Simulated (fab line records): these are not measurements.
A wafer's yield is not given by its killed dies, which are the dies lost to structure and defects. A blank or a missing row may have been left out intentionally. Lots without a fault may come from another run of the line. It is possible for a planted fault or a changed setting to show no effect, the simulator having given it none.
Chamber matching :: flow n5 finfet :: rie diel-01 running N5_BEOL_M4_DESCUM_16: 4 sister chambers
The step chemistry O2, time 7 s. 4 wafers are shown with their chamber, then 7 later ones without.

== WAFERS, EACH WITH ITS CHAMBER ==
wafer: L079.3
chamber: 1
throttle valve pct (%): 20.53

wafer: L089.1
chamber: 3
throttle valve pct (%): 20.68

wafer: L092.1
chamber: 0
throttle valve pct (%): 20.22

wafer: L092.2
chamber: 2
throttle valve pct (%): 20.43

== WAFERS MISSING THEIR CHAMBER ==
wafer: L092.3
throttle valve pct (%): 20.15

wafer: L094.1
throttle valve pct (%): 20.69

wafer: L094.4
throttle valve pct (%): 20.45

wafer: L094.6
throttle valve pct (%): 20.21

wafer: L096.1
throttle valve pct (%): 20.71

wafer: L096.2
throttle valve pct (%): 20.23

wafer: L096.5
throttle valve pct (%): 20.70

== EACH ONE'S CHAMBER ==
wafer: L092.3
from the rows above: 0
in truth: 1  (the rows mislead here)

wafer: L094.1
from the rows above: 3
in truth: 3

wafer: L094.4
from the rows above: can't be placed: 2 or 1
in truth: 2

wafer: L094.6
from the rows above: 0
in truth: 0

wafer: L096.1
from the rows above: 3
in truth: 3

wafer: L096.2
from the rows above: 0
in truth: 0

wafer: L096.5
from the rows above: 3
in truth: 3
5 of 7 placed correctly. Cannot be placed on the basis of these rows: 1; the candidates contain the true chamber in 1. Wrongly placed: 1.
How it was worked out, from the rows above alone: a wafer's distance from a chamber is the root of the sum, over the readings, of the square of ((its reading less the chamber's mean) divided by the reading's scatter). The wafer belongs to the nearest chamber; if the next one is less than 2 further off, it can't be placed. A chamber's mean is the mean of its shown wafers. The scatter: with one shown wafer a chamber, the root of the mean of the squares of how far each hidden wafer lies from its nearest shown one.
